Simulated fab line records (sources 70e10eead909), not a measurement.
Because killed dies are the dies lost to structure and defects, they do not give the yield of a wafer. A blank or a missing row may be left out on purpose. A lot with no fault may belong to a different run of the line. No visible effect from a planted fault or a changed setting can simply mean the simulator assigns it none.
fab line records    flow nand-harc
record lots=11  wafers=33  last-day=32
route steps=1302 shown P_ZERO_WELL@26 P_STI@90 END@1302
lots untouched by any fault: they come from a run of this same line in which no faults occurred
start-h: hours from the record's opening day to when the first of the lot's shown wafers began    wait-h: time in hours since the lot's previous step    " as in the row above    L1.1+2: several wafers, shown together as one row    - value missing, or start not given    * or withheld: withheld    < > ~ a bound
route shown NAME@n: names a module that has steps shown in the file, with the first one's number in the route    usual: mean/standard deviation taken from wafers without a fault    same: alike in all rows    chamber/n: place in a boat    sites: each site's reading    _std_site: how widely they spread, as a standard deviation    _edge_site: outer sites' mean less inner sites'    radius-mm: how far each site lies from the wafer's centre    mask NAME#n: copy n    behind: the tool/chamber that last shaped the wafer    hold: why the lot went on hold/how many hours it stayed there/how the hold came to an end    device: whichever transistor did not switch (one of n, p or np)    end of line: tests run on the same wafers once the route is complete    step lacking rows: just its recipe    killed: the dies lost at the first sort to structure and to defects; this is not the yield of the wafer    map: dies across one wafer; x = killed, . = not, _ = none there
set.NAME: setting as actually run; set.NAME@STEP: the setting as run at that earlier step    model.NAME: the simulator's own value behind a step, which no gauge read
steps of the route over a sample of lots; a table a step, a row a wafer
services: the hour from which a tool's chamber was out of use, counted from the record's first day as start-h (under 0 if before that day), plus the number of hours and why
## steps
# step NHARC_P_ZERO_WELL_EXPOSE_21
# recipe na=0.6  target-cd-nm=720  dose-mj=22.31  mask-id=P_NWELL
# usual exposure-dose-mJ-cm2=22.311/0.022
lot.wafer  tool            chamber  start-h  wait-h  mask       exposure-dose-mJ-cm2
L836.3     krf-scanner-04  0        23.08    -       P_NWELL#0  22.305
L836.4     "               0        "        "       P_NWELL#0  22.325
L836.6     "               0        "        "       P_NWELL#0  22.345
L837.2     krf-scanner-04  0        32.30    -       P_NWELL#0  22.262
L837.4     "               0        "        "       P_NWELL#0  22.351
L837.5     "               0        "        "       P_NWELL#0  22.331
L838.1     krf-scanner-04  0        42.38    -       P_NWELL#0  22.306
L838.4     "               0        "        "       P_NWELL#0  22.295
L838.5     "               0        "        "       P_NWELL#0  22.298
L840.1     krf-scanner-02  0        62.33    -       P_NWELL#0  22.280
L840.3     "               0        "        "       P_NWELL#0  22.330
L840.4     "               0        "        "       P_NWELL#0  22.310
L842.2     krf-scanner-02  0        82.48    -       P_NWELL#0  22.305
L842.3     "               0        "        "       P_NWELL#0  22.340
L842.6     "               0        "        "       P_NWELL#0  22.317
L845.2     krf-scanner-01  0        112.43   -       P_NWELL#0  22.307
L845.5     "               0        "        "       P_NWELL#0  22.314
L845.6     "               0        "        "       P_NWELL#0  22.313
L846.1     krf-scanner-02  0        122.43   -       P_NWELL#0  22.313
L846.4     "               0        "        "       P_NWELL#0  22.325
L846.6     "               0        "        "       P_NWELL#0  22.305
L847.1     krf-scanner-02  0        132.31   -       P_NWELL#0  22.287
L847.3     "               0        "        "       P_NWELL#0  22.274
L847.4     "               0        "        "       P_NWELL#0  22.289
L848.2     krf-scanner-02  0        142.32   -       P_NWELL#0  29.298
L848.5     "               0        "        "       P_NWELL#0  29.323
L848.6     "               0        "        "       P_NWELL#0  29.343
L856.2     krf-scanner-02  0        222.49   -       P_NWELL#0  29.318
L856.3     "               0        "        "       P_NWELL#0  29.337
L856.4     "               0        "        "       P_NWELL#0  29.341
L857.1     krf-scanner-01  0        232.57   -       P_NWELL#0  22.324
L857.4     "               0        "        "       P_NWELL#0  22.316
L857.6     "               0        "        "       P_NWELL#0  22.291
# step NHARC_P_ZERO_WELL_CD_MEAS_24
# recipe target-cd-nm=720  landing-energy-ev=500
# usual cd-nm=720.3/1.9
lot.wafer  tool       chamber  start-h  wait-h  cd-nm
L836.3     cd-sem-01  0        23.23    -       717.5
L836.4     "          0        "        "       716.7
L836.6     "          0        "        "       718.2
L837.2     cd-sem-02  0        32.46    -       718.7
L837.4     "          0        "        "       719.6
L837.5     "          0        "        "       719.7
L838.1     cd-sem-03  0        42.54    -       722.0
L838.4     "          0        "        "       722.9
L838.5     "          0        "        "       724.1
L840.1     cd-sem-02  0        62.49    -       722.2
L840.3     "          0        "        "       719.4
L840.4     "          0        "        "       718.7
L842.2     cd-sem-02  0        82.64    -       719.1
L842.3     "          0        "        "       721.5
L842.6     "          0        "        "       719.0
L845.2     cd-sem-01  0        112.59   -       717.9
L845.5     "          0        "        "       719.0
L845.6     "          0        "        "       717.2
L846.1     cd-sem-03  0        122.60   -       717.9
L846.4     "          0        "        "       721.4
L846.6     "          0        "        "       718.7
L847.1     cd-sem-03  0        132.46   -       719.8
L847.3     "          0        "        "       722.9
L847.4     "          0        "        "       723.2
L848.2     cd-sem-03  0        142.47   -       768.7
L848.5     "          0        "        "       768.6
L848.6     "          0        "        "       767.2
L856.2     cd-sem-03  0        222.65   -       766.0
L856.3     "          0        "        "       766.8
L856.4     "          0        "        "       766.6
L857.1     cd-sem-01  0        232.73   -       717.9
L857.4     "          0        "        "       718.6
L857.6     "          0        "        "       720.6
# step NHARC_P_ZERO_WELL_DESCUM_39
# recipe time-s=3  o2-flow-sccm=200  ar-flow-sccm=0  bias-power-w=0  chemistry=O2
# usual drypump-motor-current-A=5.6/0.37  o2-flow-sccm=200.0/0.6  oes-product-au=0.996/0.0098  rf-vpp-V=57.9/0.85  showerhead-plenum-p-Torr=1.91/0.082  throttle-valve-pct=11.311/0.0092
# same bias-power-w=0
lot.wafer  tool         chamber  start-h  wait-h  drypump-motor-current-A  o2-flow-sccm  oes-product-au  rf-hours-counter-h  rf-vpp-V  showerhead-plenum-p-Torr  throttle-valve-pct
L836.4     rie-diel-03  2        25.09    -       5.9                      199.7         1.000           27                  58.3      2.00                      11.304
L836.3     "            0        "        "       5.9                      201.3         0.995           26                  57.7      1.88                      11.299
L836.6     "            2        "        "       5.9                      199.7         0.982           -                   58.4      2.00                      11.305
L837.4     rie-diel-13  1        34.26    -       5.9                      200.1         0.977           17                  59.9      1.90                      11.313
L837.2     "            3        "        "       5.5                      199.7         0.998           16                  57.3      1.97                      11.306
L837.5     "            2        "        "       5.2                      199.8         1.000           -                   58.0      2.01                      11.309
L838.4     rie-diel-11  0        44.33    -       6.1                      200.0         1.007           46                  57.7      1.80                      11.305
L838.1     "            1        "        "       5.5                      200.1         0.994           49                  57.9      2.06                      11.308
L838.5     "            1        "        "       5.5                      200.7         1.006           -                   59.8      2.06                      11.314
L840.1     rie-diel-11  3        64.16    -       5.2                      200.9         0.996           47                  56.9      1.86                      11.319
L840.3     "            0        "        "       6.1                      199.6         0.996           49                  56.8      1.80                      11.296
L840.4     "            1        "        "       5.5                      200.4         1.004           53                  59.7      2.06                      11.301
L842.2     rie-diel-13  0        86.83    -       5.3                      200.1         0.996           35                  58.4      1.96                      11.308
L842.3     "            3        "        "       5.5                      199.7         0.996           34                  57.6      1.96                      11.304
L842.6     "            1        "        "       5.9                      199.5         0.984           -                   58.1      1.90                      11.309
L845.2     rie-diel-11  2        114.41   -       6.1                      200.9         0.974           7                   57.2      1.91                      11.317
L845.5     "            0        "        "       6.1                      200.1         0.995           -                   57.8      1.79                      11.329
L845.6     "            1        "        "       5.5                      199.8         1.006           -                   58.4      2.05                      11.306
L846.1     rie-diel-03  0        124.42   -       5.9                      200.1         1.002           3                   58.3      1.87                      11.314
L846.4     "            2        "        "       5.9                      199.9         1.011           2                   57.1      1.99                      11.321
L846.6     "            0        "        "       5.9                      200.5         1.000           -                   57.0      1.87                      11.305
L847.1     rie-diel-03  0        134.15   -       5.9                      200.7         0.999           5                   57.6      1.87                      11.324
L847.3     "            2        "        "       5.9                      199.5         1.004           6                   59.0      1.98                      11.321
L847.4     "            3        "        "       5.9                      200.0         0.983           6                   57.4      1.83                      11.324
L848.2     rie-diel-03  3        144.29   -       5.9                      200.6         0.982           8                   57.0      1.83                      11.310
L848.5     "            2        "        "       5.8                      199.0         1.007           -                   60.1      1.98                      11.300
L848.6     "            3        "        "       5.9                      199.4         0.984           -                   57.0      1.83                      11.317
L856.3     rie-diel-11  3        224.55   -       5.1                      200.6         0.997           44                  58.9      1.85                      11.313
L856.2     "            0        "        "       6.1                      199.7         1.010           50                  57.4      1.78                      11.312
L856.4     "            3        "        "       5.1                      201.2         0.997           -                   58.6      1.85                      11.326
L857.4     rie-diel-03  3        234.53   -       5.9                      200.0         0.981           33                  57.4      1.82                      11.321
L857.1     "            2        "        "       5.8                      200.0         1.018           33                  58.8      1.98                      11.304
L857.6     "            3        "        "       5.9                      200.3         0.981           -                   56.6      1.82                      11.313
# step NHARC_P_ZERO_WELL_RTA_42
# recipe temp-c=1100  time-s=300
# usual anneal-temp-c-max=1103.2/0.82  lamp-power-pct=34/3.9  lamp_zone_2_pct=34/3.9  wafer_temp_C_max=1105.7/1.1
lot.wafer  tool           chamber  start-h  wait-h  anneal-temp-c-max  lamp-power-pct  lamp_zone_2_pct  wafer_temp_C_max
L836.3     rtp-anneal-02  0        29.74    -       1102.9             31              31               1104.4
L836.4     "              0        "        "       1103.9             31              31               1105.6
L836.6     "              0        "        "       1103.8             31              31               1105.2
L837.2     rtp-anneal-02  0        36.85    -       1104.2             31              31               1106.7
L837.4     "              0        "        "       1102.9             31              31               1105.6
L837.5     "              0        "        "       1103.4             31              31               1106.3
L838.1     rtp-anneal-02  0        46.95    -       1103.6             31              31               1105.3
L838.4     "              0        "        "       1103.9             31              31               1106.2
L838.5     "              0        "        "       1104.5             31              31               1105.4
L840.1     rtp-anneal-01  0        66.87    -       1101.7             39              39               1105.3
L840.3     "              0        "        "       1101.7             39              39               1104.7
L840.4     "              0        "        "       1101.1             39              39               1105.4
L842.2     rtp-anneal-02  0        89.58    -       1103.5             31              31               1105.1
L842.3     "              0        "        "       1103.4             31              31               1107.8
L842.6     "              0        "        "       1103.2             31              31               1107.2
L845.2     rtp-anneal-01  0        117.12   -       1102.5             39              39               1104.1
L845.5     "              0        "        "       1103.7             39              39               1104.9
L845.6     "              0        "        "       1103.2             39              39               1104.2
L846.1     rtp-anneal-02  0        127.05   -       1103.5             31              31               1105.3
L846.4     "              0        "        "       1103.0             31              31               1105.6
L846.6     "              0        "        "       1104.4             31              31               1105.2
L847.1     rtp-anneal-02  0        136.64   -       1102.5             31              31               1108.8
L847.3     "              0        "        "       1103.2             31              31               1107.5
L847.4     "              0        "        "       1103.1             31              31               1105.9
L848.2     rtp-anneal-02  0        150.80   -       1103.6             31              31               1105.7
L848.5     "              0        "        "       1105.5             31              31               1105.9
L848.6     "              0        "        "       1104.8             31              31               1104.8
L856.2     rtp-anneal-02  0        227.20   -       1103.8             31              31               1106.7
L856.3     "              0        "        "       1103.9             31              31               1105.7
L856.4     "              0        "        "       1103.4             31              31               1106.3
L857.1     rtp-anneal-02  0        237.14   -       1104.2             31              31               1104.7
L857.4     "              0        "        "       1102.5             31              31               1105.3
L857.6     "              0        "        "       1103.9             31              31               1104.1
# step NHARC_P_STI_ETCH_15
# recipe target-depth-a=3000  taper-deg=4  time-s=100.1  hbr-flow-sccm=150  cl2-flow-sccm=50  rf-w=400  icp-w=400  bias-w=100  chemistry=HBr/Cl2
# usual drypump-motor-current-A=5.7/0.34  oes-product-au=1.000/0.01  throttle-valve-pct=26.405/0.0088
lot.wafer  tool       chamber  start-h  wait-h  drypump-motor-current-A  oes-product-au  rf-hours-counter-h  throttle-valve-pct
L836.4     rie-si-06  1        50.07    -       5.9                      0.992           1.0                 26.409
L836.3     "          2        "        "       6.3                      0.987           0.8                 26.411
L836.6     "          0        "        "       6.0                      1.002           -                   26.394
L837.2     rie-si-02  3        50.25    -       5.6                      0.997           0.8                 26.412
L837.4     "          0        "        "       5.8                      0.993           0.8                 26.407
L837.5     "          1        "        "       6.1                      1.020           -                   26.403
L838.1     rie-si-02  0        65.22    -       5.8                      0.981           0.9                 26.397
L838.4     "          2        "        "       5.8                      0.991           0.8                 26.381
L838.5     "          1        "        "       6.1                      1.014           -                   26.413
L840.3     rie-si-03  3        82.44    -       5.5                      0.999           0.2                 26.409
L840.1     "          0        "        "       5.4                      0.999           0.2                 26.404
L840.4     "          1        "        "       5.0                      1.002           0.3                 26.388
L842.3     rie-si-06  0        105.36   -       6.0                      1.002           0.1                 26.420
L842.2     "          2        "        "       6.3                      1.011           0.1                 26.406
L842.6     "          1        "        "       5.8                      0.993           -                   26.415
L845.2     rie-si-02  3        134.26   -       5.5                      0.991           0.1                 26.400
L845.6     "          2        "        "       5.7                      1.013           -                   26.412
L845.5     "          3        "        "       5.6                      0.998           -                   26.413
L846.1     rie-si-02  2        147.50   -       5.8                      1.006           0.2                 26.397
L846.4     "          3        "        "       5.6                      1.001           0.3                 26.382
L846.6     "          2        "        "       5.8                      1.003           -                   26.421
L847.1     rie-si-02  0        154.95   -       5.7                      0.987           0.3                 26.420
L847.4     "          1        "        "       6.2                      1.010           0.3                 26.399
L847.3     "          2        "        "       5.8                      1.006           0.3                 26.407
L848.2     rie-si-02  3        167.47   -       5.6                      1.003           0.5                 26.402
L848.6     "          1        "        "       6.1                      1.006           -                   26.397
L848.5     "          2        "        "       5.8                      0.996           -                   26.401
L856.3     rie-si-02  3        242.70   -       5.5                      0.988           0.9                 26.406
L856.2     "          1        "        "       6.2                      1.012           1.0                 26.408
L856.4     "          2        "        "       5.7                      0.993           1.0                 26.409
L857.1     rie-si-03  2        254.18   -       5.1                      0.990           0.2                 26.401
L857.4     "          1        "        "       5.0                      0.996           0.2                 26.412
L857.6     "          3        "        "       5.5                      1.010           -                   26.395
# step NHARC_END_SORT_01
# recipe temp-c=25
# usual killed-at-array=56/18  killed-at-other=1.4/1.5  killed-at-periphery=4/3.1  killed-dies=61/19  killed-open=3.5/1.8  killed-short=2.4/1.4
# same gross-dies=677
lot.wafer  tool       chamber  start-h  wait-h  killed-at-array  killed-at-other  killed-at-periphery  killed-dies  killed-open  killed-short
L845.2     prober-01  0        655.53   2.8     47               0                7                    54           6            4
L845.5     prober-01  0        657.92   3.7     43               3                14                   60           4            4
L845.6     prober-01  0        658.72   4.0     40               1                5                    46           2            2
L848.2     prober-01  0        709.54   2.8     75               0                5                    80           3            2
L848.5     prober-01  0        711.92   3.7     72               0                4                    76           2            5
L848.6     prober-01  0        712.71   4.0     80               0                3                    83           3            4
L856.2     prober-01  0        771.17   2.8     99               4                1                    104          1            1
L856.3     prober-01  0        771.97   3.1     93               4                1                    98           3            5
L856.4     prober-01  0        772.76   3.4     78               0                2                    80           0            4
# killed by level:class
L845.2 A_CHANNEL_HOLE_D2:chamber-film-flake=16 A_STAIRCASE:chamber-film-flake=9 A_CHANNEL_HOLE_D1:chamber-film-flake=6 A_CONTACT:chamber-film-flake=4 P_CONTACT:chamber-film-flake=3 P_BONDPAD:chamber-film-flake=3 A_CHANNEL_FILL_D1:geometric-particle:open=2 A_BLC:geometric-particle:open=2
L845.5 A_CHANNEL_HOLE_D2:chamber-film-flake=14 A_STAIRCASE:chamber-film-flake=11 A_CONTACT:chamber-film-flake=6 P_BONDPAD:chamber-film-flake=5 A_CHANNEL_HOLE_D1:chamber-film-flake=4 P_CONTACT:chamber-film-flake=3 THIN_TSV:chamber-film-flake=3 P_GATE:chamber-film-flake=2
L845.6 A_CHANNEL_HOLE_D2:chamber-film-flake=15 A_STAIRCASE:chamber-film-flake=9 A_CHANNEL_HOLE_D1:chamber-film-flake=7 P_BONDPAD:chamber-film-flake=3 A_CONTACT:chamber-film-flake=3 P_CONTACT:chamber-film-flake=2 A_DECK1_JOINT:geometric-particle:open=1 A_SGD_CUT:geometric-particle:short=1
L848.2 A_CHANNEL_HOLE_D1:chamber-film-flake=34 A_SLIT:chamber-film-flake=32 P_ZERO_WELL:chamber-film-flake=2 A_STAIRCASE:chamber-film-flake=2 P_M0:geometric-particle:open=1 P_M0:geometric-particle:short=1 A_ONON_D1:geometric-particle:short=1 A_ONON_D1:geometric-particle:open=1
L848.5 A_SLIT:chamber-film-flake=32 A_CHANNEL_HOLE_D1:chamber-film-flake=31 A_DECK1_JOINT:geometric-particle:short=2 P_M0:geometric-particle:short=1 P_M2:geometric-particle:short=1 A_STAIRCASE:geometric-particle:open=1 A_WL_FILL:geometric-particle:short=1 A_CONTACT:geometric-particle:open=1
L848.6 A_CHANNEL_HOLE_D1:chamber-film-flake=35 A_SLIT:chamber-film-flake=30 A_WL_FILL:chamber-film-flake=6 P_M0:geometric-particle:short=1 A_SOURCE_PLATE:geometric-particle:short=1 A_CHANNEL_HOLE_D1:geometric-particle:short=1 A_ONON_D2:geometric-particle:open=1 A_CHANNEL_HOLE_D2:geometric-particle:short=1
L856.2 A_SLIT:chamber-film-flake=32 A_CHANNEL_HOLE_D2:chamber-film-flake=31 A_CONTACT:chamber-film-flake=18 A_CHANNEL_HOLE_D1:chamber-film-flake=9 THIN_TSV:chamber-film-flake=4 A_DECK1_JOINT:chamber-film-flake=2 A_M0:chamber-film-flake=2 A_BONDPAD:chamber-film-flake=2
L856.3 A_SLIT:chamber-film-flake=36 A_CHANNEL_HOLE_D2:chamber-film-flake=24 A_CHANNEL_HOLE_D1:chamber-film-flake=11 A_CONTACT:chamber-film-flake=10 THIN_TSV:chamber-film-flake=4 A_CHANNEL_FILL_D1:geometric-particle:short=2 A_STAIRCASE:chamber-film-flake=2 P_GATE:geometric-particle:short=1
L856.4 A_SLIT:chamber-film-flake=24 A_CHANNEL_HOLE_D2:chamber-film-flake=21 A_CHANNEL_HOLE_D1:chamber-film-flake=17 A_CONTACT:chamber-film-flake=8 A_STAIRCASE:chamber-film-flake=2 P_GATE:geometric-particle:short=1 A_CHANNEL_HOLE_D1:geometric-particle:short=1 A_CHANNEL_HOLE_D2:geometric-particle:short=1
## services
tool            chamber  start-h  hours  kind
rie-diel-13     2        4.21     23.3   repair
krf-scanner-04  -        10.00    4.0    pm
rtp-anneal-02   -        12.00    12.0   pm
rie-diel-03     1        38.90    2.5    repair
krf-scanner-02  -        63.47    0.2    repair
krf-scanner-02  -        64.73    0.5    repair
rie-diel-11     -        80.04    9.0    pm
rie-diel-03     2        88.46    4.8    repair
krf-scanner-02  -        94.00    4.0    pm
rie-si-02       3        97.73    3.5    repair
rie-si-02       -        100.00   9.0    pm
rie-diel-03     -        104.38   9.0    pm
rie-diel-03     0        119.51   4.2    repair
rie-diel-11     -        143.45   1.7    repair
rie-diel-11     -        164.37   0.3    repair
rie-diel-03     2        166.22   3.8    repair
rie-diel-03     -        176.25   0.3    repair
krf-scanner-04  -        182.00   4.0    pm
rie-diel-11     1        184.70   14.5   repair
krf-scanner-02  -        187.31   1.5    repair
rie-diel-03     -        194.11   12.6   repair
rie-diel-11     2        222.94   2.6    repair
rie-diel-11     3        235.38   1.8    repair
krf-scanner-04  -        242.70   1.2    repair
## key
first-sign step=NHARC_P_ZERO_WELL_EXPOSE_21  reading=exposure-dose-mJ-cm2  direction=up  sigmas=99+  usual=22.311  struck=29.327
effect step=NHARC_P_ZERO_WELL_CD_MEAS_24  reading=cd-nm  direction=up  sigmas=25  usual=720.3  struck=767.3
met-at NHARC_P_ZERO_WELL_EXPOSE_21
struck-lots L848,L856
tester-left-out L848,L856
not-acting-at NHARC_P_ZERO_WELL_DESCUM_39,NHARC_P_ZERO_WELL_RTA_42,NHARC_P_STI_ETCH_15
onset-between 132.31 142.32
fault kind=process-parameter-drift  tool=krf-scanner-02  chamber=-  onset-h=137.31  steps=NHARC_P_ZERO_WELL_EXPOSE_21  channel=dose-mj  offset=7.0065  shape=step  acts-in=these-recipes-only  stated=22.31
# tester-left-out: of these lots the tester's yield and bins aren't shown, on N5 and GAA mostly nor the transistor test; their killed dies are dies lost to structure and defects alone, not to doping, threshold or leakage, so they don't give the yield
